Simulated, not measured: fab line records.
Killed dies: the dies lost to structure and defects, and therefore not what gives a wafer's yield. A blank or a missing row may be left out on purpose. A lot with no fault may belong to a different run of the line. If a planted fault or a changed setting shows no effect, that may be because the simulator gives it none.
Matching of chambers || flow nand-harc || NHARC_A_CONTACT_ALD_18 on ald-metal-02: 4 sister chambers
The step deposits TiN, target thk 3 nm, pulse time 1 s, ald cycles 150. 8 wafers are shown with their chamber, then 9 later ones without.

## WAFERS, EACH WITH ITS CHAMBER
{"wafer": "L080.1", "chamber": 1, "heater-power-w (W)": 881, "precursor-pulse-height-rel": 1.012}
{"wafer": "L081.2", "chamber": 0, "heater-power-w (W)": 1183, "precursor-pulse-height-rel": 0.981}
{"wafer": "L084.1", "chamber": 2, "heater-power-w (W)": 1004, "precursor-pulse-height-rel": 0.998}
{"wafer": "L084.4", "chamber": 3, "heater-power-w (W)": 1123, "precursor-pulse-height-rel": 0.999}
{"wafer": "L084.5", "chamber": 3, "heater-power-w (W)": 1127, "precursor-pulse-height-rel": 0.980}
{"wafer": "L087.2", "chamber": 0, "heater-power-w (W)": 1232, "precursor-pulse-height-rel": 1.009}
{"wafer": "L087.3", "chamber": 2, "heater-power-w (W)": 1005, "precursor-pulse-height-rel": 1.008}
{"wafer": "L087.4", "chamber": 1, "heater-power-w (W)": 878, "precursor-pulse-height-rel": 0.996}

## WAFERS WHOSE CHAMBER IS MISSING
{"wafer": "L089.1", "heater-power-w (W)": 1115, "precursor-pulse-height-rel": 1.029}
{"wafer": "L089.3", "heater-power-w (W)": 1023, "precursor-pulse-height-rel": 0.971}
{"wafer": "L089.4", "heater-power-w (W)": 1209, "precursor-pulse-height-rel": 0.991}
{"wafer": "L090.4", "heater-power-w (W)": 993, "precursor-pulse-height-rel": 1.000}
{"wafer": "L090.5", "heater-power-w (W)": 1194, "precursor-pulse-height-rel": 1.018}
{"wafer": "L090.6", "heater-power-w (W)": 1112, "precursor-pulse-height-rel": 0.998}
{"wafer": "L097.1", "heater-power-w (W)": 1111, "precursor-pulse-height-rel": 1.035}
{"wafer": "L097.2", "heater-power-w (W)": 871, "precursor-pulse-height-rel": 1.020}
{"wafer": "L097.6", "heater-power-w (W)": 1011, "precursor-pulse-height-rel": 0.957}

## WHICH CHAMBER EACH ONE RAN IN
{"wafer": "L089.1", "from the rows above": 3, "in truth": 3}
{"wafer": "L089.3", "from the rows above": 2, "in truth": 2}
{"wafer": "L089.4", "from the rows above": 0, "in truth": 0}
{"wafer": "L090.4", "from the rows above": 2, "in truth": 2}
{"wafer": "L090.5", "from the rows above": 0, "in truth": 0}
{"wafer": "L090.6", "from the rows above": 3, "in truth": 3}
{"wafer": "L097.1", "from the rows above": 3, "in truth": 3}
{"wafer": "L097.2", "from the rows above": 1, "in truth": 1}
{"wafer": "L097.6", "from the rows above": 2, "in truth": 2}
9 of 9 placed correctly. From these rows, 0 cannot be placed. Number placed wrongly: 0.
How it was worked out, from the rows above alone: a wafer's distance from a chamber is the root of the sum, over the readings, of the square of ((its reading less the chamber's mean) divided by the reading's scatter). The wafer belongs to the nearest chamber; if the next one is less than 2 further off, it can't be placed. Each chamber's mean is taken over the wafers shown for it. The scatter: take each reading less its chamber's mean, square it, sum over the shown wafers, divide by the number of wafers less the number of chambers, and take the root.
